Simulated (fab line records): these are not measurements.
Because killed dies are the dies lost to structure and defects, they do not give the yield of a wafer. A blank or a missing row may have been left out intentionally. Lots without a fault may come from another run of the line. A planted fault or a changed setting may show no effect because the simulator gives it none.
fab line records    flow nandHarc
record: lots: 11  wafers: 33  lastDay: 24
route steps=1159 shown A_STAIRCASE@614 END@1159
lots that met no fault: from a run of the same line without faults
startH: the number of hours between the record's first day and the start of the first shown wafer of the lot    waitH: how many hours have passed since the lot's step before this one    " identical to the entry in the row above    L1.1+2: a single row standing in for several wafers    - no value, or no start given    * or withheld: withheld    < > ~ a bound
route shown NAME@n: a module of which the file shows steps, and the number in the route of the first    usual: mean/standard deviation taken from wafers without a fault    same: alike in all rows    chamber/n: place in a boat    sites: each site's reading    _std_site: their standard deviation    _edge_site: the outer-site mean with the inner-site mean subtracted    radiusMm: for every site, how far away it sits from the centre of the wafer    mask NAME#n: copy n    behind: tool/chamber where the wafer was last shaped    hold: the reason the lot was held/the length of the hold in hours/how it ended    device: the transistor (n, p or np) that didn't switch    end of line: the route-end tests of the same wafers    a step with no rows: only its recipe    killed: at the first sort, the dies lost to defects and structure; wafer yield is something else    map: the dies of a wafer, with x for killed, . for not killed, _ for no die there
set.NAME: setting as actually run; set.NAME@STEP: the setting as run at that earlier step    model.NAME: the simulator's own value behind a step, which no gauge read
one table for each step of the route and one row for each wafer, over a sample of lots
services: the hour from which a tool's chamber was out of use, counted from the record's first day as startH (under 0 if before that day), plus the number of hours and why
== steps ==
step: NHARC_A_STAIRCASE_TRIM_220
recipe: timeS: 211.2  o2FlowSccm: 500  arFlowSccm: 0  biasW: 0  chemistry: O2
usual: drypumpMotorCurrentA: 5.5/0.42  oesProductAu: 1.003/0.012  rfVppV: 57.8/0.85  showerheadPlenumPTorr: 3.51/0.099  throttleValvePct: 17.036/0.0085
lot.wafer  tool        chamber  startH  waitH  drypumpMotorCurrentA  oesProductAu  rfHoursCounterH  rfVppV  showerheadPlenumPTorr  throttleValvePct
L845.3     rieDiel-02  3        223.84  0.1    5.2                   1.004         25               57.0    3.48                   17.013
L845.1     "           0        "       "      5.8                   1.001         26               58.2    3.41                   17.048
L845.5     "           3        "       "      5.2                   1.007         -                59.5    3.48                   17.039
L848.3     rieDiel-02  3        263.14  0.1    5.2                   0.999         40               56.5    3.47                   17.041
L848.2     "           0        "       "      5.8                   1.012         41               58.1    3.40                   17.046
L848.1     "           1        "       "      6.0                   1.008         36               58.3    3.31                   17.022
L847.2     rieDiel-03  2        264.81  0.1    5.2                   1.012         17               58.4    3.64                   17.035
L847.3     "           1        "       "      4.9                   0.994         15               57.1    3.60                   17.026
L847.6     "           2        "       "      5.2                   1.014         -                58.2    3.64                   17.036
L849.4     rieDiel-03  1        266.01  0.1    4.9                   1.004         15               60.2    3.60                   17.031
L849.1     "           0        "       "      5.1                   1.008         16               58.2    3.51                   17.029
L849.6     "           2        "       "      5.2                   1.011         -                59.3    3.64                   17.033
L857.3     rieDiel-02  3        313.11  0.1    5.2                   1.010         55               57.6    3.47                   17.037
L857.2     "           1        "       "      6.0                   1.006         52               55.8    3.30                   17.043
L857.5     "           3        "       "      5.2                   1.011         -                57.1    3.47                   17.046
L854.4     rieDiel-12  1        316.13  0.2    5.9                   0.997         38               57.5    3.40                   17.023
L854.5     "           3        "       "      5.3                   1.011         -                58.1    3.59                   17.018
L854.6     "           0        "       "      5.6                   0.980         -                57.3    3.61                   17.040
L860.1     rieDiel-03  2        329.34  0.1    5.2                   1.006         42               59.5    3.62                   17.036
L860.4     "           3        "       "      6.1                   1.016         42               56.1    3.49                   17.037
L860.3     "           0        "       "      5.1                   1.014         39               58.9    3.50                   17.028
L864.1     rieDiel-02  2        355.15  0.1    5.3                   0.992         6                56.8    3.40                   17.040
L864.3     "           0        "       "      5.8                   1.011         5                59.6    3.39                   17.036
L864.2     "           1        "       "      6.0                   0.985         6                56.8    3.29                   17.032
L862.2     rieDiel-03  3        355.63  0.1    6.1                   1.015         51               58.1    3.48                   17.031
L862.4     "           0        "       "      5.1                   1.019         48               59.2    3.49                   17.042
L862.5     "           0        "       "      5.1                   1.000         -                56.5    3.49                   17.034
L865.3     rieDiel-03  3        360.78  0.1    6.1                   1.022         53               59.1    3.48                   17.034
L865.1     "           0        "       "      5.1                   1.005         50               57.4    3.49                   17.038
L865.2     "           1        "       "      4.9                   0.997         47               58.0    3.58                   17.025
L868.4     rieDiel-03  0        379.84  0.1    5.1                   1.019         61               59.3    3.49                   17.029
L868.1     "           2        "       "      5.2                   1.004         60               57.3    3.61                   17.036
L868.5     "           0        "       "      5.1                   1.014         -                56.6    3.49                   17.029
step: NHARC_A_STAIRCASE_ETCH_227
recipe: targetDepthA: 1000  timeS: 40.5  ionEnergyEv: 400  c4f8FlowSccm: 20  o2FlowSccm: 10  arFlowSccm: withheld  rfW: 600  biasW: 1000  chemistry: C4F8/O2
usual: oesProductAu: 0.946/0.014  rfFwdPowerW: 592.8/2.4  rfVppV: 895/3.7
lot.wafer  tool        chamber  startH  waitH  oesProductAu  rfFwdPowerW  rfHoursCounterH  rfVppV
L845.1     rieDiel-02  2        -       -      0.924         592.8        28               893
L845.3     "           3        "       "      0.938         591.2        26               893
L845.5     "           1        "       "      0.917         593.1        -                888
L848.2     rieDiel-02  1        -       -      0.943         595.3        36               887
L848.1     "           2        "       "      0.950         592.9        41               891
L848.3     "           0        "       "      0.947         595.7        41               892
L847.2     rieDiel-03  1        -       -      0.924         593.4        15               899
L847.3     "           2        "       "      0.959         596.5        18               900
L847.6     "           0        "       "      0.946         593.9        -                896
L849.1     rieDiel-03  1        -       -      0.924         590.2        16               898
L849.4     "           2        "       "      0.958         595.0        18               900
L849.6     "           1        "       "      0.936         593.5        -                899
L857.2     rieDiel-02  1        -       -      0.950         597.6        53               888
L857.3     "           2        "       "      0.948         594.5        58               892
L857.5     "           0        "       "      0.951         593.9        -                891
L854.4     rieDiel-12  0        -       -      0.925         591.6        38               900
L854.5     "           3        "       "      0.941         588.5        -                898
L854.6     "           0        "       "      0.929         591.1        -                898
L860.4     rieDiel-03  3        -       -      0.954         592.0        42               894
L860.1     "           0        "       "      0.967         591.0        39               894
L860.3     "           1        "       "      0.929         593.4        39               898
L864.1     rieDiel-02  0        -       -      0.962         592.4        6                889
L864.3     "           1        "       "      0.934         595.2        7                887
L864.2     "           3        "       "      0.974         589.0        6                892
L862.4     rieDiel-03  1        -       -      0.963         592.4        47               898
L862.2     "           0        "       "      0.962         593.7        49               895
L862.5     "           2        "       "      0.962         593.1        -                899
L865.3     rieDiel-03  2        -       -      0.942         598.6        53               900
L865.2     "           3        "       "      0.951         589.6        53               896
L865.1     "           1        "       "      0.946         595.6        48               898
L868.4     rieDiel-03  0        -       -      0.949         592.4        61               894
L868.1     "           1        "       "      0.947         594.5        56               898
L868.5     "           2        "       "      0.933         595.3        -                898
step: NHARC_A_STAIRCASE_TRIM_231
recipe: timeS: 211.2  o2FlowSccm: 500  arFlowSccm: 0  biasW: 0  chemistry: O2
usual: drypumpMotorCurrentA: 5.5/0.43  oesProductAu: 1.005/0.013  rfVppV: 57.8/0.88  showerheadPlenumPTorr: 3.51/0.1  throttleValvePct: 17.036/0.0085
lot.wafer  tool        chamber  startH  waitH  drypumpMotorCurrentA  oesProductAu  rfHoursCounterH  rfVppV  showerheadPlenumPTorr  throttleValvePct
L845.1     rieDiel-02  3        225.82  -      5.2                   1.015         26               58.4    3.48                   17.027
L845.3     "           0        "       "      5.8                   1.006         27               58.7    3.41                   17.040
L845.5     "           0        "       "      5.8                   1.008         -                56.7    3.41                   17.039
L848.3     rieDiel-02  0        264.43  -      5.9                   1.011         41               57.7    3.40                   17.057
L848.2     "           1        "       "      6.0                   0.996         37               57.0    3.31                   17.051
L848.1     "           2        "       "      5.3                   1.003         41               57.6    3.42                   17.027
L847.3     rieDiel-12  1        266.19  -      5.9                   0.996         22               55.3    3.41                   17.029
L847.2     "           2        "       "      6.1                   0.987         21               58.9    3.70                   17.043
L847.6     "           1        "       "      5.9                   1.002         -                58.6    3.41                   17.044
L849.4     rieDiel-03  2        267.47  -      5.2                   1.009         18               57.8    3.64                   17.042
L849.1     "           3        "       "      6.1                   1.009         18               57.6    3.50                   17.026
L849.6     "           2        "       "      5.2                   1.018         -                59.1    3.64                   17.025
L857.3     rieDiel-03  3        314.53  -      6.1                   1.232         36               58.4    3.49                   17.040
L857.2     "           2        "       "      5.2                   1.019         37               57.4    3.63                   17.029
L857.5     "           3        "       "      6.1                   1.027         -                57.8    3.49                   17.047
L854.4     rieDiel-03  0        317.42  -      5.1                   1.211         34               57.2    3.50                   17.030
L854.6     "           3        "       "      6.0                   1.229         -                58.3    3.49                   17.044
L854.5     "           0        "       "      5.1                   1.013         -                58.0    3.50                   17.039
L860.1     rieDiel-12  0        330.82  -      5.6                   0.975         44               59.0    3.60                   17.032
L860.3     "           1        "       "      5.9                   1.001         45               57.1    3.40                   17.040
L860.4     "           3        "       "      5.3                   0.993         40               58.7    3.58                   17.036
L864.1     rieDiel-02  0        356.61  -      5.8                   1.015         6                57.7    3.39                   17.033
L864.2     "           2        "       "      5.4                   0.991         7                58.5    3.40                   17.058
L864.3     "           3        "       "      5.2                   1.027         6                58.5    3.46                   17.038
L862.4     rieDiel-02  1        357.86  -      6.0                   0.984         7                56.8    3.29                   17.033
L862.2     "           3        "       "      5.2                   1.016         7                56.5    3.46                   17.039
L862.5     "           2        "       "      5.3                   1.001         -                58.0    3.40                   17.042
L865.3     rieDiel-02  3        362.07  -      5.2                   1.019         8                57.8    3.46                   17.040
L865.2     "           1        "       "      5.9                   0.987         9                57.7    3.29                   17.034
L865.1     "           2        "       "      5.4                   0.980         9                57.2    3.40                   17.035
L868.1     rieDiel-02  1        381.32  -      5.9                   0.990         14               56.8    3.29                   17.037
L868.4     "           2        "       "      5.3                   1.005         15               59.0    3.40                   17.028
L868.5     "           2        "       "      5.4                   0.994         -                57.5    3.40                   17.034
step: NHARC_A_STAIRCASE_TRIM_235
recipe: timeS: 211.2  o2FlowSccm: 500  arFlowSccm: 0  biasW: 0  chemistry: O2
usual: drypumpMotorCurrentA: 5.5/0.43  oesProductAu: 1.005/0.015  rfVppV: 57.6/0.74  showerheadPlenumPTorr: 3.50/0.099  throttleValvePct: 17.038/0.0096
lot.wafer  tool        chamber  startH  waitH  drypumpMotorCurrentA  oesProductAu  rfHoursCounterH  rfVppV  showerheadPlenumPTorr  throttleValvePct
L845.1     rieDiel-02  1        -       -      6.0                   0.983         24               56.5    3.31                   17.020
L845.3     "           2        "       "      5.4                   0.999         28               57.1    3.42                   17.036
L845.5     "           1        "       "      6.0                   0.998         -                57.4    3.31                   17.028
L848.1     rieDiel-02  0        -       -      5.8                   1.000         41               57.2    3.40                   17.044
L848.3     "           2        "       "      5.3                   0.999         41               58.5    3.42                   17.044
L848.2     "           3        "       "      5.2                   0.998         40               56.1    3.47                   17.042
L847.3     rieDiel-12  2        -       -      6.1                   0.982         22               57.5    3.70                   17.037
L847.2     "           3        "       "      5.3                   1.013         19               58.7    3.60                   17.024
L847.6     "           2        "       "      6.1                   0.979         -                58.2    3.70                   17.037
L849.1     rieDiel-03  0        -       -      5.1                   1.003         17               57.4    3.51                   17.027
L849.4     "           1        "       "      4.9                   1.004         16               59.2    3.60                   17.040
L849.6     "           2        "       "      5.2                   1.019         -                58.4    3.64                   17.046
L857.3     rieDiel-03  2        -       -      5.2                   1.008         37               58.4    3.63                   17.031
L857.2     "           1        "       "      4.9                   1.004         33               57.2    3.59                   17.042
L857.5     "           3        "       "      6.1                   1.024         -                58.2    3.49                   17.048
L854.4     rieDiel-03  3        -       -      6.1                   1.020         38               56.7    3.49                   17.029
L854.5     "           3        "       "      6.1                   1.020         -                56.9    3.49                   17.039
L854.6     "           0        "       "      5.1                   1.015         -                57.2    3.50                   17.046
L860.1     rieDiel-12  0        -       -      5.6                   0.986         45               58.4    3.60                   17.013
L860.3     "           1        "       "      5.9                   1.003         45               58.8    3.40                   17.026
L860.4     "           2        "       "      6.1                   0.964         43               56.6    3.69                   17.026
L864.3     rieDiel-02  2        -       -      5.4                   0.989         7                57.8    3.40                   17.038
L864.1     "           3        "       "      5.2                   1.029         6                58.0    3.46                   17.032
L864.2     "           0        "       "      5.8                   1.011         6                57.2    3.39                   17.034
L862.2     rieDiel-02  0        -       -      5.8                   1.007         7                56.2    3.39                   17.031
L862.4     "           1        "       "      6.0                   0.992         8                57.0    3.29                   17.026
L862.5     "           3        "       "      5.2                   1.028         -                58.4    3.46                   17.046
L865.3     rieDiel-02  1        -       -      6.0                   0.991         9                56.9    3.29                   17.036
L865.2     "           3        "       "      5.2                   1.029         8                58.1    3.46                   17.062
L865.1     "           0        "       "      5.8                   1.019         8                58.2    3.39                   17.018
L868.1     rieDiel-02  3        -       -      5.2                   1.041         15               58.3    3.45                   17.042
L868.4     "           1        "       "      6.0                   0.994         15               56.5    3.29                   17.028
L868.5     "           3        "       "      5.2                   1.036         -                57.2    3.45                   17.022
step: NHARC_END_SORT_01
recipe: tempC: 25
usual: killedAtArray: 28/11  killedAtOther: 0.5/0.87  killedAtPeriphery: 2.9/2.2  killedDies: 32/11  killedOpen: 3.2/1.9  killedShort: 1.8/1.4
same: grossDies: 677
lot.wafer  tool       chamber  startH  waitH  killedAtArray  killedAtOther  killedAtPeriphery  killedDies  killedOpen  killedShort
L854.4     prober-01  0        510.89  3.4    43             0              9                  52          4           0
L854.6     prober-01  0        512.46  3.9    32             0              2                  34          2           1
killed by level:class
L854.4 A_STAIRCASE:areaTrim=16 A_SLIT:chamberFilmFlake=12 A_STAIRCASE:chamberFilmFlake=8 P_M2:chamberFilmFlake=7 A_CHANNEL_FILL_D1:geometricParticle:open=2 A_CHANNEL_HOLE_D1:chamberFilmFlake=2 A_CONTACT:chamberFilmFlake=2 P_M0:geometricParticle:open=1
L854.6 A_STAIRCASE:areaTrim=12 A_SLIT:chamberFilmFlake=8 A_STAIRCASE:chamberFilmFlake=5 A_ONON_D1:geometricParticle:short=1 A_CONTACT:geometricParticle:open=1 A_M0:geometricParticle:open=1 P_STI:chamberFilmFlake=1 P_M2:chamberFilmFlake=1
== services ==
tool        chamber  startH  hours  kind
rieDiel-12  -        202.83  9.0    pm
rieDiel-02  0        208.86  -      clean
rieDiel-02  1        208.86  -      clean
rieDiel-02  2        208.86  -      clean
rieDiel-02  3        208.86  -      clean
rieDiel-03  -        215.38  9.0    pm
rieDiel-02  0        233.36  -      clean
rieDiel-02  1        233.36  -      clean
rieDiel-02  2        233.36  -      clean
rieDiel-02  3        233.36  -      clean
rieDiel-02  0        257.86  -      clean
rieDiel-02  1        257.86  -      clean
rieDiel-02  2        257.86  -      clean
rieDiel-02  3        257.86  -      clean
rieDiel-02  0        283.12  -      clean
rieDiel-02  1        283.12  -      clean
rieDiel-02  2        283.12  -      clean
rieDiel-02  3        283.12  -      clean
rieDiel-02  3        287.61  5.5    repair
rieDiel-12  3        319.36  2.0    repair
rieDiel-02  -        327.86  9.0    pm
rieDiel-03  1        332.84  6.5    repair
rieDiel-12  1        337.97  1.2    repair
rieDiel-12  -        379.86  9.0    pm
== key ==
firstSign: step: NHARC_A_STAIRCASE_TRIM_231  reading: oesProductAu  direction: up  sigmas: 16  usual: 1.005  struck: 1.224
effect none on later readings
metAt NHARC_A_STAIRCASE_TRIM_231
struckLots L854,L857
struckWafers L854.4,L854.6,L857.3
testerLeftOut L854,L857
notActingAt NHARC_A_STAIRCASE_TRIM_220,NHARC_A_STAIRCASE_ETCH_227,NHARC_A_STAIRCASE_TRIM_235
onsetBetween 267.47 314.53
fault: kind: processParameterDrift  tool: rieDiel-03  chamber: -  onsetH: 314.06  steps: NHARC_A_STAIRCASE_TRIM_231  channel: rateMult  offset: 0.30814  shape: step  endH: 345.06  scope: struckWafersOnly
testerLeftOut: of these lots the tester's yield and bins aren't shown, on N5 and GAA mostly nor the transistor test; their killed dies are dies lost to structure and defects alone, not to doping, threshold or leakage, so they don't give the yield
